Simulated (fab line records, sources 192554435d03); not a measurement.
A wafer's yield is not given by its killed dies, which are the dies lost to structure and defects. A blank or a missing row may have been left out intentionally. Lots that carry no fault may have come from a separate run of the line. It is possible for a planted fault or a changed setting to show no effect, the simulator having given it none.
Struck lot and sound lot, side by side    flow n5-finfet    36 out of 1938 route steps
Sound: the wafers L883.1, L883.3, L883.6. Struck: wafer L874.3. (L874.2, L874.5 of the same lot were not struck and are left out.) The cause comes at the end.
For every step that has rows: the tool of each side, followed by ch and its chambers, followed by its first start. Under that, the readings that differ: sound wafers    struck wafers    difference of the means    sigmas: that difference in standard deviations of wafers without a fault.
alike: a reading whose means differ by less than 2 such deviations, as well as words and numbers matching on both sides. not compared: withheld readings; readings where some wafer has no value; bounds like >300 that might hide an equal value; numbers whose values overlap and for which the record gives no deviation.
Wherever a step has rows on one side only, a row that says differs or no value, or a row with sigmas, the two part there. Numbers that have no deviation but don't overlap get no sigmas and don't part them. Lack of a reading on every wafer of one side parts them only where that side has two or more wafers.

first, 9 steps without rows for these wafers: N5_BEOL_M4_ANNEAL_95 (time 240 s); N5_BEOL_M4_SPUTTER_96 (material Cu, target thk 4.5 nm, time 8.29 s); N5_BEOL_M4_ECD_50 (material Cu, target thk 300 nm); N5_BEOL_M4_ANNEAL_51 (time 90 s); N5_BEOL_M4_CMP_52 (polishes, stops on SiOC, t overpolish 6.8 s, target thk 40 nm); N5_BEOL_M4_PRE_CLEAN_60 (time 15 s); N5_BEOL_M4_CO_CAP_55 (material Co, precursor CCTBA/H2, target thk 2 nm, time 102.1 s); N5_BEOL_M4_PRE_CLEAN_56 (time 15 s); N5_BEOL_M4_DEP_57 (deposits SiCN from 3MS/NH3, target thk 8 nm, time 14 s).
N5_BEOL_M4_RC_MEAS_101:
  sound on prober-01 ch 0, day 14 01:37; struck on prober-01 ch 0, day 11 11:48
  alike: DIBL_N, DIBL_P, IOFF_N, IOFF_P, ION_N, ION_P, SS_N, SS_P, VT_N, VT_P
then, 24 steps without rows for these wafers: N5_BEOL_M5_ILD_DEP_00 (deposits SiCOH lowk from DEMS/porogen, target thk 140.64 nm, time 25.9 s); N5_BEOL_M5_CURE_79 (cures SiCOH lowk, time 240 s); N5_BEOL_M5_PECVD_70 (deposits SiO2 from TEOS/O2, target thk 16 nm, time 18 s); N5_BEOL_M5_HM_DEP_02 (deposits TiN, target thk 20 nm); N5_BEOL_M5_COAT_59 (time 60 s, resist thk 60 nm); N5_BEOL_M5_COAT_60 (time 60 s, resist thk 12 nm); N5_BEOL_M5_COAT_71 (time 60 s, resist thk 5 nm); N5_BEOL_M5_COAT_05 (resist thk 30 nm); N5_BEOL_M5_EBR_07; N5_BEOL_M5_SOFTBAKE_06 (time 60 s); N5_BEOL_M5_EXPOSE_08 (exposes mask M5, target cd 28 nm); N5_BEOL_M5_PEB_09 (peb time 60 s); N5_BEOL_M5_DEVELOP_10 (develop time 30 s); N5_BEOL_M5_DESCUM_16 (chemistry O2, time 7 s); N5_BEOL_M5_ETCH_72 (etches underlayer in N2/H2, target depth 6.5 nm, time 5.2 s); N5_BEOL_M5_ETCH_61 (etches SiARC in CF4, target depth 15.6 nm, time 26 s); N5_BEOL_M5_ETCH_62 (etches SOC in N2/H2, target depth 75 nm, overetch 15 nm, time 112.5 s); N5_BEOL_M5_STRIP_63 (strips in N2/H2); N5_BEOL_M5_STRIP_73 (strips in N2/H2); N5_BEOL_M5_STRIP_64 (strips in CF4); N5_BEOL_M5_HM_OPEN_17 (chemistry Cl2/BCl3, target TiN, target depth 20 nm, overetch 6 nm); N5_BEOL_M5_STRIP_19 (strips in O2); N5_BEOL_M5_COAT_65 (time 60 s, resist thk 60 nm); N5_BEOL_M5_COAT_66 (time 60 s, resist thk 12 nm).
-- the record jumps here: 3 days lie between the struck wafers' starts before and after (it left off in module BEOL_M5 and takes up again in module BEOL_M11, whose first step shown is number 1575 of the route) --
N5_BEOL_M11_VIA_ETCH_34: etches SiCOH lowk in C4F6/O2, target depth 184.5 nm, time 69.2 s.
  sound on rie-diel-03 ch 0,1,2, day 16 13:32; struck on rie-diel-04 ch 3, day 14 02:35
reading                                    sound              struck  difference  sigmas
run-length-s (s)                           92.7 92.2 92.1     64.3    -28.0       -78
model.etch.depth-nm (nm)                   186.9 182.4 182.1  111     -73         
model.SOC_of_BEOL_M11_COAT_63.thk-nm (nm)  92.2 92.2 92.2     94.8    +2.6        
  alike: C4F6_flow_sccm, drypump-motor-current-A, oes_ar_750_au, oes-product-au, rf-vpp-V, showerhead-plenum-p-Torr, throttle-valve-pct
  not compared: rf-fwd-power-W, rf-hours-counter-h
-- here the record skips 2 days between the struck wafers' starts before and after, leaving off in module BEOL_M11 and picking up in module PASSIVATION (first step shown: number 1936 of the route) --
N5_PASSIVATION_PROBE_49:
  sound: prober-01 at day 18 07:43; struck: prober-01 at day 16 04:21
reading                   sound           struck  difference  sigmas
defect-limited-yield (%)  92.0 90.4 89.3  0       -91         -60
killed_at_M0_to_M3        39 33 60        21      -23         -2
killed_at_M4_up           14 12 17        1087    +1073       +99 or more
killed-dies               94 113 126      1180    +1069       +59
killed-on-rim             20 10 10        152     +139        +31
sort_bin_5_function (%)   5.3 6.4 7.2     97.0    +90.7       +91
sort-n-pass               1086 1067 1054  0       -1069       -59
sort-yield-pct (%)        92.0 90.4 89.3  0       -91         -60
  alike: killed-at-contacts, killed-at-front-end, killed-at-other, killed-open, killed-short, sort_bin_6_memory

## WHERE THEY PART
At N5_BEOL_M11_VIA_ETCH_34 first; at N5_PASSIVATION_PROBE_49 last (within this record only).

WHY: what the simulator had put in
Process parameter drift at N5_BEOL_M11_VIA_ETCH_34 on rie-diel-04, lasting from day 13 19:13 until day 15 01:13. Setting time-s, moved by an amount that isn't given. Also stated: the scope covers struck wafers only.
